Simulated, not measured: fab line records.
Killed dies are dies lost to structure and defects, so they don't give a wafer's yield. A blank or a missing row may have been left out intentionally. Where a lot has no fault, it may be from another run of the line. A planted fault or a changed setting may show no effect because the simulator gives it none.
Matching of chambers | flow nandHarc | rieDiel-08 running NHARC_P_BONDPAD_DESCUM_11: 4 sister chambers
The step chemistry O2, time 3 s. 18 wafers are shown with their chamber, then 9 later ones without.

## EACH WAFER AND ITS CHAMBER
wafer  | chamber | oesProductAu (a.u.) | throttleValvePct (%) | rfVppV (V)
L077.1 | 2       | 0.998               | 11.318               | 58.1
L077.2 | 1       | 0.978               | 11.312               | 56.7
L077.5 | 3       | 1.008               | 11.303               | 58.9
L081.2 | 0       | 1.024               | 11.305               | 57.0
L081.3 | 2       | 0.983               | 11.310               | 57.3
L081.6 | 1       | 0.994               | 11.323               | 57.6
L080.3 | 1       | 1.008               | 11.306               | 56.9
L080.4 | 0       | 1.019               | 11.297               | 58.4
L080.6 | 1       | 0.996               | 11.311               | 58.8
L084.3 | 1       | 1.006               | 11.309               | 57.7
L084.4 | 3       | 1.029               | 11.307               | 58.3
L084.5 | 2       | 0.978               | 11.307               | 56.9
L085.2 | 1       | 0.990               | 11.323               | 55.9
L085.4 | 0       | 1.025               | 11.287               | 57.5
L085.6 | 1       | 0.982               | 11.309               | 58.0
L086.3 | 1       | 0.997               | 11.315               | 58.7
L086.4 | 0       | 1.017               | 11.312               | 56.8
L086.6 | 0       | 1.014               | 11.303               | 57.0

SIGNATURES (averages over the wafers above)
reading          | chamber 0 | chamber 1 | chamber 2 | chamber 3 | scatter within a chamber
oesProductAu     | 1.01980   | 0.99387   | 0.98633   | 1.01850   | 0.00961
throttleValvePct | 11.30080  | 11.31350  | 11.31167  | 11.30500  | 0.00714
rfVppV           | 57.340    | 57.538    | 57.433    | 58.600    | 0.827
Rule: for a wafer and a chamber, the distance is found by dividing, reading by reading, the gap between the wafer's reading and the chamber's mean by the reading's scatter, squaring, summing and taking the root. If the next closest chamber is less than 2 further off than the closest, the wafer can't be placed; otherwise it belongs to the closest. How the scatter is found: for the shown wafers, subtract from each reading the mean of its chamber, square and add these, divide the total by (wafers less chambers), then take the root.

## WAFERS WITH NO CHAMBER GIVEN
wafer  | oesProductAu (a.u.) | throttleValvePct (%) | rfVppV (V)
L091.3 | 0.977               | 11.307               | 57.7
L091.5 | 1.028               | 11.317               | 57.2
L091.6 | 1.022               | 11.327               | 58.2
L095.1 | 0.986               | 11.303               | 56.8
L095.4 | 1.022               | 11.306               | 59.0
L095.5 | 0.990               | 11.322               | 56.5
L097.1 | 1.021               | 11.306               | 58.6
L097.3 | 0.977               | 11.299               | 56.9
L097.6 | 1.020               | 11.318               | 57.0

## THE CHAMBER EACH PASSED THROUGH
wafer  | from the rows above               | in truth
L091.3 | can't be placed: 2 or 1           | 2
L091.5 | can't be placed: 0 or 3 or 1 or 2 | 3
L091.6 | can't be placed: 3 or 1 or 0 or 2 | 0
L095.1 | can't be placed: 2 or 1           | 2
L095.4 | can't be placed: 3 or 0           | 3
L095.5 | can't be placed: 1 or 2           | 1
L097.1 | can't be placed: 3 or 0           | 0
L097.3 | can't be placed: 2 or 1           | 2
L097.6 | can't be placed: 0 or 3 or 1 or 2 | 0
Correct placement for 0 of the 9. Can't be placed from these rows: 9 (the true chamber is among the candidates in 9). Number placed wrongly: 0.
